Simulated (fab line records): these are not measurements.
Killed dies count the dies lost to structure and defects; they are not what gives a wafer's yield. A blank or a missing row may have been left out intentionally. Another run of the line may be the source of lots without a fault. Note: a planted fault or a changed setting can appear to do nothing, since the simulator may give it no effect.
fab line records	flow nandHarc
[record] lots = 24	wafers = 72	lastDay = 24
route steps=1159 shown P_GATE@155 P_M0@266 P_M1@302
lots that met no fault: taken from a fault-free run of the same line
startH: hours from the record's opening day to when the first of the lot's shown wafers began	waitH: hours elapsed since this lot's preceding step	" the same as in the row above	L1.1+2: a single row standing in for several wafers	- either no value or no given start	* or withheld: withheld	< > ~ a bound
route shown NAME@n: a module of which the file shows steps, and the number in the route of the first	usual: mean and standard deviation over wafers with no fault	same: alike in all rows	chamber/n: place in a boat	sites: the reading at each site	_std_site: standard deviation across them	_edge_site: outer sites' mean less inner sites'	radiusMm: how far each site lies from the wafer's centre	mask NAME#n: copy n	behind: the last tool/chamber to shape the wafer	hold: cause of the lot's hold/its duration in hours/its outcome	device: the n, p or np transistor that did not switch	end of line: the route-end tests of the same wafers	a step with no rows: only its recipe	killed: dies that structure and defects cost at the first sort, which is not the same as the wafer's yield	map: dies across one wafer; x = killed, . = not, _ = none there
set.NAME: the setting that was run; set.NAME@STEP: the one run at that earlier step	model.NAME: the simulator's own value behind a step, which no gauge read
the route's steps for a sample of lots (tables are steps, rows are wafers)
services: from which hour (startH, from the record's first day; less than 0 if before it) a tool's chamber was out of use, for how many hours, and why
[[steps]]
[step NHARC_P_GATE_ALD_36]
[recipe] targetThkA = 200	pulseTimeS = 60	aldCycles = 223	tempC = 400	material = SiNx
[usual] heaterPowerW = 854/81	precursorPulseHeightRel = 0.999/0.019
lot.wafer	tool	chamber	startH	waitH	heaterPowerW	precursorPulseHeightRel
L074.2	aldSin-02	3	97.16	-	903	1.012
L074.3	"	0	98.59	-	687	1.002
L074.5	"	0	102.86	-	676	0.965
L075.3	aldSin-04	2	97.51	-	826	1.036
L075.1	"	3	98.92	-	950	1.031
L075.6	"	0	104.54	-	951	0.956
L076.3	aldSin-01	0	105.35	-	885	0.972
L076.4	"	1	106.40	-	939	1.014
L076.2	"	2	107.45	-	887	1.027
L078.4	aldSin-02	0	111.88	-	678	0.986
L078.1	"	1	112.96	-	783	0.966
L078.5	"	1	117.27	-	791	0.991
L077.3	aldSin-04	3	114.41	-	965	0.990
L077.5	"	1	116.53	-	758	1.002
L077.6	"	2	117.59	-	835	0.973
L079.4	aldSin-01	2	121.07	-	863	1.015
L079.5	"	1	124.25	-	958	1.008
L079.6	"	2	125.31	-	851	1.027
L080.4	aldSin-02	2	126.68	-	819	0.978
L080.2	"	0	128.79	-	703	0.988
L080.5	"	3	131.96	-	920	0.990
L082.4	aldSin-04	0	134.80	-	920	0.988
L082.1	"	3	138.00	-	961	0.981
L082.5	"	1	140.14	-	769	1.017
L081.2	aldSin-01	2	138.07	-	839	0.991
L081.5	"	3	139.14	-	802	0.977
L081.6	"	0	140.20	-	910	1.009
L083.1	aldSin-02	3	143.18	-	906	0.992
L083.3	"	1	144.59	-	774	0.977
L083.5	"	3	147.41	-	918	1.003
L084.1	aldSin-04	1	149.00	-	768	0.964
L084.6	"	0	152.19	-	953	1.031
L084.5	"	1	153.26	-	764	0.999
L087.3	aldSin-02	3	165.55	-	916	0.982
L087.1	"	2	168.40	-	800	0.963
L087.5	"	2	172.67	-	815	0.999
L088.1	aldSin-04	0	166.02	-	951	1.016
L088.4	"	3	169.18	-	989	1.001
L088.5	"	1	171.29	-	757	0.995
L086.1	aldSin-01	3	169.83	-	856	0.993
L086.5	"	1	171.25	-	949	0.997
L086.6	"	2	172.68	-	851	0.990
L085.1	aldSin-04	2	174.48	-	845	0.985
L085.3	"	3	175.55	-	974	1.000
L085.5	"	1	177.68	-	774	0.992
L089.4	aldSin-02	2	178.82	-	815	0.989
L089.3	"	1	181.97	-	765	0.990
L089.5	"	2	183.02	-	802	0.970
L091.1	aldSin-04	3	187.56	-	981	1.003
L091.3	"	0	188.60	-	965	0.968
L091.6	"	3	191.75	-	934	1.013
L090.3	aldSin-01	2	188.49	-	869	1.028
L090.1	"	0	190.61	-	885	0.998
L090.5	"	1	191.67	-	963	1.041
L093.4	aldSin-02	3	206.17	-	926	0.987
L093.3	"	0	207.23	-	681	1.003
L093.6	"	2	209.35	-	797	0.994
L092.1	aldSin-01	1	207.20	-	924	0.976
L092.2	"	3	209.32	-	848	0.996
L092.6	"	1	211.44	-	962	1.009
L094.3	aldSin-04	1	208.59	-	730	1.009
L094.1	"	2	209.63	-	798	1.023
L094.6	"	3	210.67	-	938	1.009
L096.1	aldSin-01	0	219.69	-	881	0.999
L096.2	"	1	220.73	-	962	0.999
L096.5	"	1	224.91	-	966	1.001
L095.4	aldSin-02	1	220.39	-	779	1.011
L095.6	"	0	223.52	-	702	1.009
L095.5	"	1	224.56	-	784	0.991
L097.1	aldSin-04	1	226.32	-	728	1.034
L097.2	"	2	227.37	-	805	1.000
L097.5	"	1	230.52	-	754	0.992
[step NHARC_P_M0_DESCUM_14]
[recipe] timeS = 3	o2FlowSccm = 200	arFlowSccm = 0	biasPowerW = 0	chemistry = O2
[usual] drypumpMotorCurrentA = 5.7/0.31	oesProductAu = 0.996/0.014	rfVppV = 57.8/0.88	showerheadPlenumPTorr = 1.91/0.099	throttleValvePct = 11.311/0.0095
lot.wafer	tool	chamber	startH	waitH	drypumpMotorCurrentA	oesProductAu	rfHoursCounterH	rfVppV	showerheadPlenumPTorr	throttleValvePct
L075.1	rieDiel-06	1	128.08	0.1	6.1	0.973	4	57.1	1.83	11.320
L075.3	"	2	"	"	5.4	1.012	5	58.2	2.07	11.297
L075.6	"	0	"	"	6.1	0.987	-	57.9	2.02	11.319
L074.3	rieDiel-04	3	130.10	0.1	6.0	0.984	1	57.5	1.98	11.313
L074.2	"	2	"	"	6.0	1.011	1	57.6	1.86	11.296
L074.5	"	3	"	"	6.0	0.979	-	58.7	1.98	11.300
L076.3	rieDiel-06	2	137.33	0.1	5.5	1.017	5	58.0	2.07	11.307
L076.4	"	3	"	"	5.8	1.024	5	58.8	1.87	11.313
L076.2	"	0	"	"	6.1	0.992	4	57.8	2.02	11.287
L078.4	rieDiel-06	3	140.87	0.1	5.8	0.997	5	57.5	1.87	11.315
L078.1	"	0	"	"	6.1	0.999	4	58.9	2.02	11.320
L078.5	"	3	"	"	5.8	1.015	-	57.7	1.87	11.316
L077.3	rieDiel-07	0	141.42	0.1	5.7	0.981	7	57.6	1.80	11.319
L077.6	"	0	"	"	5.7	0.973	-	56.8	1.80	11.311
L077.5	"	1	"	"	5.0	1.007	-	59.1	2.06	11.311
L079.4	rieDiel-04	3	144.80	0.1	6.0	0.996	2	59.9	1.98	11.323
L079.5	"	1	"	"	5.7	0.976	-	58.7	1.85	11.306
L079.6	"	2	"	"	6.0	1.003	-	57.5	1.86	11.312
L080.4	rieDiel-06	0	150.29	0.1	6.2	0.997	5	58.3	2.02	11.302
L080.2	"	1	"	"	6.1	0.972	6	57.3	1.83	11.304
L080.5	"	2	"	"	5.5	1.016	-	58.0	2.07	11.319
L081.2	rieDiel-07	2	159.10	0.1	5.6	0.998	8	55.8	1.80	11.318
L081.6	"	1	"	"	5.0	0.979	-	57.9	2.06	11.313
L081.5	"	2	"	"	5.6	1.001	-	54.5	1.80	11.330
L082.4	rieDiel-04	0	170.07	0.1	5.8	1.003	3	58.4	1.99	11.295
L082.1	"	2	"	"	6.0	0.999	4	56.7	1.86	11.315
L082.5	"	3	"	"	6.0	0.996	-	59.6	1.98	11.313
L083.1	rieDiel-06	1	173.21	0.1	6.1	1.001	7	57.9	1.83	11.314
L083.3	"	2	"	"	5.5	1.011	8	56.8	2.07	11.304
L083.5	"	1	"	"	6.1	0.985	-	57.0	1.83	11.308
L084.1	rieDiel-07	2	176.51	0.1	5.7	0.996	9	57.4	1.80	11.308
L084.5	"	3	"	"	5.6	1.001	-	56.6	1.82	11.313
L084.6	"	0	"	"	5.7	0.981	-	57.0	1.80	11.318
L088.4	rieDiel-06	0	189.30	0.1	6.2	0.990	7	57.6	2.02	11.306
L088.1	"	2	"	"	5.4	0.997	9	58.6	2.06	11.309
L088.5	"	0	"	"	6.1	0.987	-	58.3	2.02	11.322
L087.1	rieDiel-07	3	194.66	0.1	5.5	0.990	11	56.8	1.82	11.291
L087.3	"	0	"	"	5.7	0.989	10	56.8	1.80	11.300
L087.5	"	2	"	"	5.7	0.997	-	56.5	1.80	11.319
L086.1	rieDiel-07	1	195.33	0.1	5.0	1.002	10	58.9	2.06	11.312
L086.6	"	2	"	"	5.6	0.997	-	57.3	1.80	11.315
L086.5	"	3	"	"	5.5	0.999	-	58.3	1.82	11.285
L085.3	rieDiel-06	2	196.72	0.1	5.5	1.002	9	59.8	2.06	11.322
L085.1	"	0	"	"	6.1	1.002	7	58.3	2.02	11.319
L085.5	"	1	"	"	6.1	0.977	-	57.4	1.83	11.304
L089.3	rieDiel-04	3	206.07	0.1	6.0	1.002	7	58.3	1.98	11.322
L089.5	"	2	"	"	6.0	1.000	-	57.8	1.86	11.315
L089.4	"	3	"	"	6.0	0.985	-	58.5	1.98	11.294
L090.3	rieDiel-07	3	214.32	0.1	5.5	0.993	12	57.4	1.82	11.310
L090.1	"	1	"	"	5.0	0.997	12	57.1	2.06	11.325
L090.5	"	0	"	"	5.7	0.983	-	57.6	1.80	11.307
L091.1	rieDiel-04	0	214.58	0.1	5.8	1.002	6	58.3	1.99	11.314
L091.3	"	3	"	"	6.0	0.990	8	57.6	1.98	11.312
L091.6	"	1	"	"	5.7	0.977	-	55.9	1.85	11.302
L093.3	rieDiel-04	0	229.33	0.1	5.7	1.008	-	58.2	1.99	11.299
L093.4	"	3	"	"	6.0	0.997	-	58.1	1.98	11.330
L093.6	"	0	"	"	5.8	1.005	-	57.4	1.99	11.329
L092.1	rieDiel-04	0	234.51	0.1	5.8	0.991	7	57.9	1.99	11.319
L092.2	"	2	"	"	6.0	0.993	7	57.5	1.86	11.309
L092.6	"	0	"	"	5.7	1.001	-	57.5	1.99	11.301
L094.1	rieDiel-04	3	235.00	0.1	6.0	0.986	8	58.7	1.98	11.302
L094.3	"	0	"	"	5.8	0.998	7	57.5	1.99	11.320
L094.6	"	1	"	"	5.7	0.998	-	56.7	1.85	11.323
L096.2	rieDiel-07	0	242.77	0.1	5.7	0.990	0	57.0	1.80	11.315
L096.1	"	1	"	"	5.0	1.008	0	57.7	2.06	11.305
L096.5	"	2	"	"	5.6	0.994	-	55.9	1.80	11.311
L095.4	rieDiel-07	3	243.08	0.1	5.5	1.013	0	57.9	1.82	11.314
L095.6	"	0	"	"	5.7	1.007	-	56.2	1.80	11.319
L095.5	"	1	"	"	5.0	1.010	-	57.8	2.06	11.322
L097.1	rieDiel-07	0	251.01	0.1	5.7	0.993	2	56.7	1.80	11.299
L097.2	"	1	"	"	5.0	0.998	2	57.3	2.06	11.318
L097.5	"	3	"	"	5.5	1.010	-	57.4	1.82	11.313
[step NHARC_P_M0_DEGAS_28]
[recipe] tempC = 250	timeS = 60
[usual] heaterPowerW = 311/35
lot.wafer	tool	chamber	startH	waitH	heaterPowerW
L075.3	pvdSputter-02	-	129.00	-	300
L075.1	"	-	"	"	303
L075.6	"	-	"	"	278
L074.2	pvdSputter-02	-	131.01	-	337
L074.3	"	-	"	"	288
L074.5	"	-	"	"	290
L076.4	pvdSputter-02	-	138.24	-	308
L076.3	"	-	"	"	280
L076.2	"	-	"	"	294
L078.1	pvdSputter-02	-	141.80	-	300
L078.4	"	-	"	"	275
L078.5	"	-	"	"	342
L077.3	pvdSputter-01	-	142.35	-	399
L077.5	"	-	"	"	285
L077.6	"	-	"	"	267
L079.4	pvdSputter-03	-	146.17	-	324
L079.6	"	-	"	"	305
L079.5	"	-	"	"	327
L080.4	pvdSputter-01	-	151.20	-	394
L080.2	"	-	"	"	284
L080.5	"	-	"	"	271
L081.2	pvdSputter-02	-	160.04	-	347
L081.5	"	-	"	"	293
L081.6	"	-	"	"	281
L082.4	pvdSputter-01	-	171.01	-	280
L082.1	"	-	"	"	270
L082.5	"	-	"	"	427
L083.3	pvdSputter-03	-	174.12	-	320
L083.1	"	-	"	"	285
L083.5	"	-	"	"	330
L084.1	pvdSputter-02	-	177.42	-	282
L084.5	"	-	"	"	341
L084.6	"	-	"	"	300
L088.4	pvdSputter-01	-	190.24	-	293
L088.1	"	-	"	"	268
L088.5	"	-	"	"	287
L087.3	pvdSputter-02	-	195.57	-	302
L087.1	"	-	"	"	337
L087.5	"	-	"	"	279
L086.1	pvdSputter-01	-	196.22	-	268
L086.5	"	-	"	"	275
L086.6	"	-	"	"	415
L085.3	pvdSputter-03	-	197.63	-	314
L085.1	"	-	"	"	320
L085.5	"	-	"	"	310
L089.4	pvdSputter-01	-	207.12	-	301
L089.3	"	-	"	"	282
L089.5	"	-	"	"	266
L090.3	pvdSputter-03	-	215.25	-	331
L090.1	"	-	"	"	326
L090.5	"	-	"	"	297
L091.3	pvdSputter-03	-	215.54	-	308
L091.1	"	-	"	"	326
L091.6	"	-	"	"	314
L093.4	pvdSputter-03	-	230.51	-	291
L093.3	"	-	"	"	312
L093.6	"	-	"	"	332
L092.1	pvdSputter-02	-	235.42	-	339
L092.2	"	-	"	"	312
L092.6	"	-	"	"	331
L094.3	pvdSputter-03	-	235.91	-	293
L094.1	"	-	"	"	329
L094.6	"	-	"	"	286
L096.2	pvdSputter-02	-	243.69	-	333
L096.1	"	-	"	"	275
L096.5	"	-	"	"	277
L095.4	pvdSputter-03	-	244.15	-	287
L095.5	"	-	"	"	313
L095.6	"	-	"	"	331
L097.2	pvdSputter-03	-	251.92	-	327
L097.1	"	-	"	"	292
L097.5	"	-	"	"	337
[step NHARC_P_M0_PRE_CLEAN_29]
[recipe] timeS = 30	tempC = 280	gas = H2/He
[usual] heaterPowerW = 382/42
lot.wafer	tool	chamber	startH	waitH	heaterPowerW
L075.3	pvdSputter-02	-	-	-	355
L075.1	"	-	"	"	372
L075.6	"	-	"	"	365
L074.3	pvdSputter-02	-	-	-	411
L074.2	"	-	"	"	333
L074.5	"	-	"	"	353
L076.2	pvdSputter-02	-	-	-	341
L076.3	"	-	"	"	427
L076.4	"	-	"	"	373
L078.1	pvdSputter-02	-	-	-	367
L078.4	"	-	"	"	411
L078.5	"	-	"	"	365
L077.3	pvdSputter-01	-	-	-	336
L077.6	"	-	"	"	340
L077.5	"	-	"	"	497
L079.4	pvdSputter-03	-	-	-	379
L079.6	"	-	"	"	407
L079.5	"	-	"	"	416
L080.4	pvdSputter-01	-	-	-	496
L080.2	"	-	"	"	352
L080.5	"	-	"	"	486
L081.2	pvdSputter-02	-	-	-	361
L081.5	"	-	"	"	371
L081.6	"	-	"	"	342
L082.4	pvdSputter-01	-	-	-	336
L082.1	"	-	"	"	354
L082.5	"	-	"	"	503
L083.1	pvdSputter-03	-	-	-	353
L083.3	"	-	"	"	396
L083.5	"	-	"	"	399
L084.1	pvdSputter-02	-	-	-	347
L084.6	"	-	"	"	416
L084.5	"	-	"	"	361
L088.4	pvdSputter-01	-	-	-	326
L088.1	"	-	"	"	501
L088.5	"	-	"	"	355
L087.1	pvdSputter-02	-	-	-	365
L087.3	"	-	"	"	371
L087.5	"	-	"	"	377
L086.1	pvdSputter-01	-	-	-	332
L086.6	"	-	"	"	341
L086.5	"	-	"	"	521
L085.3	pvdSputter-03	-	-	-	388
L085.1	"	-	"	"	398
L085.5	"	-	"	"	389
L089.4	pvdSputter-01	-	-	-	356
L089.3	"	-	"	"	503
L089.5	"	-	"	"	349
L090.3	pvdSputter-03	-	-	-	344
L090.1	"	-	"	"	404
L090.5	"	-	"	"	350
L091.1	pvdSputter-03	-	-	-	388
L091.3	"	-	"	"	404
L091.6	"	-	"	"	402
L093.3	pvdSputter-03	-	-	-	354
L093.4	"	-	"	"	386
L093.6	"	-	"	"	401
L092.1	pvdSputter-02	-	-	-	333
L092.2	"	-	"	"	357
L092.6	"	-	"	"	348
L094.1	pvdSputter-03	-	-	-	404
L094.3	"	-	"	"	377
L094.6	"	-	"	"	408
L096.2	pvdSputter-02	-	-	-	415
L096.1	"	-	"	"	344
L096.5	"	-	"	"	427
L095.4	pvdSputter-03	-	-	-	384
L095.5	"	-	"	"	379
L095.6	"	-	"	"	405
L097.1	pvdSputter-03	-	-	-	350
L097.2	"	-	"	"	382
L097.5	"	-	"	"	408
[step NHARC_P_M0_PVD_21]
[recipe] targetThkA = 300	chamberPressurePa = 5	powerW = 5000	substrateTempC = 30	timeS = 20.49	material = Cu
[usual] throttleValvePct = 29.9/1.1
lot.wafer	tool	chamber	startH	waitH	throttleValvePct
L075.1	pvdSputter-02	-	-	-	29.3
L075.3	"	-	"	"	30.5
L075.6	"	-	"	"	29.2
L074.3	pvdSputter-02	-	-	-	29.3
L074.2	"	-	"	"	27.5
L074.5	"	-	"	"	29.1
L076.2	pvdSputter-02	-	-	-	30.0
L076.3	"	-	"	"	29.1
L076.4	"	-	"	"	29.4
L078.4	pvdSputter-02	-	-	-	30.4
L078.1	"	-	"	"	27.6
L078.5	"	-	"	"	30.2
L077.3	pvdSputter-01	-	-	-	32.5
L077.6	"	-	"	"	30.8
L077.5	"	-	"	"	31.3
L079.4	pvdSputter-03	-	-	-	29.9
L079.5	"	-	"	"	30.5
L079.6	"	-	"	"	31.0
L080.4	pvdSputter-01	-	-	-	30.7
L080.2	"	-	"	"	29.5
L080.5	"	-	"	"	31.0
L081.2	pvdSputter-02	-	-	-	29.6
L081.5	"	-	"	"	29.5
L081.6	"	-	"	"	30.2
L082.1	pvdSputter-01	-	-	-	31.3
L082.4	"	-	"	"	30.8
L082.5	"	-	"	"	29.2
L083.3	pvdSputter-03	-	-	-	29.7
L083.1	"	-	"	"	30.2
L083.5	"	-	"	"	30.8
L084.1	pvdSputter-02	-	-	-	27.5
L084.5	"	-	"	"	30.2
L084.6	"	-	"	"	29.3
L088.4	pvdSputter-01	-	-	-	31.5
L088.1	"	-	"	"	30.4
L088.5	"	-	"	"	31.4
L087.1	pvdSputter-02	-	-	-	29.4
L087.3	"	-	"	"	27.7
L087.5	"	-	"	"	29.3
L086.1	pvdSputter-01	-	-	-	31.2
L086.6	"	-	"	"	30.4
L086.5	"	-	"	"	29.2
L085.3	pvdSputter-03	-	-	-	30.9
L085.1	"	-	"	"	29.8
L085.5	"	-	"	"	31.1
L089.4	pvdSputter-01	-	-	-	31.5
L089.3	"	-	"	"	30.5
L089.5	"	-	"	"	30.7
L090.1	pvdSputter-03	-	-	-	30.9
L090.3	"	-	"	"	30.0
L090.5	"	-	"	"	30.8
L091.1	pvdSputter-03	-	-	-	30.1
L091.3	"	-	"	"	30.9
L091.6	"	-	"	"	28.6
L093.3	pvdSputter-03	-	-	-	28.5
L093.4	"	-	"	"	30.9
L093.6	"	-	"	"	30.3
L092.2	pvdSputter-02	-	-	-	31.0
L092.1	"	-	"	"	27.9
L092.6	"	-	"	"	31.1
L094.3	pvdSputter-03	-	-	-	29.9
L094.1	"	-	"	"	28.5
L094.6	"	-	"	"	29.9
L096.2	pvdSputter-02	-	-	-	28.1
L096.1	"	-	"	"	28.7
L096.5	"	-	"	"	31.1
L095.4	pvdSputter-03	-	-	-	28.6
L095.6	"	-	"	"	30.1
L095.5	"	-	"	"	31.0
L097.2	pvdSputter-03	-	-	-	28.6
L097.1	"	-	"	"	30.2
L097.5	"	-	"	"	30.0
[step NHARC_P_M1_STRIP_18]
[recipe] powerW = 1000	n2FlowSccm = 150	h2FlowSccm = 150	arFlowSccm = 0	biasW = 0	chemistry = N2/H2
[usual] drypumpMotorCurrentA = 5.9/0.3	oesProductAu = 0.996/0.013	rfVppV = 90.6/0.92	showerheadPlenumPTorr = 2.03/0.073	throttleValvePct = 14.171/0.0082
lot.wafer	tool	chamber	startH	waitH	drypumpMotorCurrentA	oesProductAu	rfHoursCounterH	rfVppV	showerheadPlenumPTorr	throttleValvePct
L075.3	rieDiel-09	2	132.55	0.1	6.1	1.005	4.6	90.5	1.90	14.178
L075.1	"	0	"	"	6.5	1.024	3.3	90.2	1.94	14.174
L075.6	"	1	"	"	6.3	0.984	-	91.9	2.15	14.165
L074.3	rieDiel-10	0	134.73	0.1	5.2	1.011	2.7	89.2	2.14	14.185
L074.2	"	1	"	"	5.8	0.984	2.9	91.9	2.04	14.180
L074.5	"	1	"	"	5.8	0.976	-	92.3	2.04	14.158
L076.4	rieDiel-09	0	141.78	0.1	6.5	1.027	3.4	90.7	1.94	14.156
L076.2	"	1	"	"	6.2	0.981	4.6	92.6	2.15	14.171
L076.3	"	2	"	"	6.1	0.983	4.7	89.6	1.90	14.166
L078.4	rieDiel-10	2	145.18	0.1	6.1	1.001	3.2	90.2	1.97	14.163
L078.1	"	0	"	"	5.2	1.008	3.0	91.0	2.14	14.186
L078.5	"	3	"	"	6.1	0.971	-	89.7	2.05	14.165
L077.3	rieDiel-10	1	145.91	0.1	5.8	0.988	3.3	90.1	2.04	14.150
L077.6	"	1	"	"	5.8	0.997	-	89.9	2.04	14.168
L077.5	"	2	"	"	6.1	1.001	-	90.7	1.97	14.174
L079.4	rieDiel-10	0	149.54	0.1	5.2	1.010	3.2	91.3	2.14	14.172
L079.5	"	0	"	"	5.2	1.002	-	91.5	2.14	14.169
L079.6	"	1	"	"	5.8	0.981	-	90.1	2.04	14.184
L080.2	rieDiel-10	2	154.65	0.1	6.1	0.994	3.7	90.5	1.97	14.174
L080.4	"	3	"	"	6.0	0.980	2.5	91.3	2.05	14.173
L080.5	"	2	"	"	6.1	0.990	-	90.5	1.97	14.165
L081.2	rieDiel-10	2	163.67	0.1	6.1	0.988	3.9	90.8	1.97	14.164
L081.5	"	2	"	"	6.1	0.996	-	90.2	1.97	14.172
L081.6	"	1	"	"	5.7	0.970	-	90.5	2.04	14.157
L082.1	rieDiel-10	3	174.59	0.1	6.1	0.971	2.8	92.5	2.05	14.174
L082.4	"	0	"	"	5.2	0.999	3.7	90.6	2.14	14.174
L082.5	"	3	"	"	6.0	0.970	-	91.1	2.05	14.169
L083.1	rieDiel-01	1	177.67	0.1	5.8	1.005	1.7	90.3	2.00	14.173
L083.3	"	2	"	"	5.9	1.018	1.5	89.6	2.01	14.197
L083.5	"	3	"	"	5.8	1.001	-	89.8	2.03	14.169
L084.1	rieDiel-09	1	181.03	0.1	6.2	1.002	7.5	91.9	2.15	14.183
L084.6	"	2	"	"	6.1	0.994	-	90.3	1.90	14.171
L084.5	"	0	"	"	6.5	1.014	-	89.8	1.94	14.178
L088.4	rieDiel-09	2	193.64	0.1	6.1	0.978	8.3	91.4	1.90	14.166
L088.1	"	0	"	"	6.5	1.017	8.1	90.1	1.94	14.183
L088.5	"	2	"	"	6.1	0.992	-	89.7	1.90	14.172
L087.3	rieDiel-01	3	199.22	0.1	5.8	1.003	2.8	89.8	2.03	14.169
L087.1	"	1	"	"	5.8	0.988	3.4	89.2	2.00	14.172
L087.5	"	0	"	"	5.7	1.020	-	89.5	2.14	14.160
L086.1	rieDiel-01	3	199.82	0.1	5.8	0.989	2.9	91.0	2.03	14.179
L086.5	"	1	"	"	5.8	0.985	-	90.2	2.00	14.171
L086.6	"	2	"	"	5.9	0.999	-	91.5	2.01	14.183
L085.3	rieDiel-09	0	201.15	0.1	6.5	1.016	9.2	91.3	1.94	14.183
L085.1	"	1	"	"	6.2	0.997	9.6	89.9	2.15	14.169
L085.5	"	3	"	"	5.7	0.995	-	91.3	2.09	14.172
L089.3	rieDiel-01	2	211.24	0.1	5.9	1.002	3.6	90.9	2.01	14.182
L089.4	"	0	"	"	5.7	1.011	3.4	91.8	2.14	14.185
L089.5	"	1	"	"	5.8	0.986	-	88.9	2.00	14.182
L090.3	rieDiel-09	3	218.97	0.1	5.7	0.980	9.3	91.0	2.09	14.169
L090.1	"	0	"	"	6.5	1.015	10.0	90.6	1.94	14.161
L090.5	"	2	"	"	6.1	0.986	-	88.7	1.90	14.183
L091.1	rieDiel-01	0	219.72	0.1	5.7	1.005	4.0	90.2	2.14	14.157
L091.3	"	3	"	"	5.8	0.985	4.2	90.9	2.02	14.172
L091.6	"	1	"	"	5.8	0.990	-	90.9	2.00	14.173
L093.4	rieDiel-01	2	234.19	0.1	5.9	1.000	6.4	92.4	2.01	14.157
L093.3	"	1	"	"	5.8	0.997	6.5	90.2	2.00	14.176
L093.6	"	2	"	"	5.9	1.009	-	90.0	2.01	14.182
L092.2	rieDiel-10	3	238.94	0.1	6.0	1.010	1.2	88.7	2.05	14.164
L092.1	"	1	"	"	5.8	0.991	1.4	90.0	2.04	14.170
L092.6	"	3	"	"	6.0	1.004	-	91.6	2.05	14.162
L094.1	rieDiel-10	3	239.39	0.1	6.0	1.010	1.3	91.8	2.05	14.178
L094.3	"	0	"	"	5.2	1.002	1.3	92.1	2.14	14.177
L094.6	"	2	"	"	6.1	0.979	-	91.1	1.97	14.164
L096.2	rieDiel-09	3	247.99	0.1	5.7	0.990	10.6	90.3	2.09	14.174
L096.1	"	2	"	"	6.1	0.996	12.2	89.3	1.90	14.178
L096.5	"	0	"	"	6.5	1.016	-	89.5	1.94	14.171
L095.4	rieDiel-01	3	248.04	0.1	5.8	0.999	6.3	90.4	2.02	14.168
L095.5	"	2	"	"	5.9	0.999	-	90.5	2.01	14.172
L095.6	"	3	"	"	5.8	0.987	-	89.4	2.02	14.169
L097.2	rieDiel-10	2	255.32	0.1	6.1	0.997	1.9	89.6	1.97	14.167
L097.1	"	0	"	"	5.2	1.006	1.7	91.2	2.14	14.163
L097.5	"	3	"	"	6.0	1.006	-	92.7	2.05	14.184
[[services]]
tool	chamber	startH	hours	kind
aldSin-04	1	92.23	19.2	repair
aldSin-02	2	93.83	3.6	repair
rieDiel-10	-	98.58	0.3	repair
rieDiel-04	-	98.95	0.2	repair
pvdSputter-03	-	102.00	10.0	pm
aldSin-02	-	108.39	2.2	repair
rieDiel-10	0	110.45	6.6	repair
rieDiel-04	-	111.90	9.0	pm
rieDiel-10	0	120.15	7.5	repair
aldSin-02	0	139.80	7.0	repair
pvdSputter-02	-	148.48	3.7	repair
rieDiel-10	3	154.93	8.9	repair
pvdSputter-01	-	158.00	10.0	pm
aldSin-02	0	158.09	9.0	repair
aldSin-02	-	161.15	0.7	repair
rieDiel-10	0	163.63	8.3	repair
pvdSputter-03	-	176.10	4.3	repair
rieDiel-10	-	176.50	9.0	pm
rieDiel-07	2	178.39	15.6	repair
pvdSputter-03	-	184.20	6.2	repair
pvdSputter-02	-	214.00	10.0	pm
rieDiel-07	-	228.67	9.0	pm
pvdSputter-02	-	241.48	1.1	repair
pvdSputter-01	-	248.87	13.3	repair
[[key]]
fault none
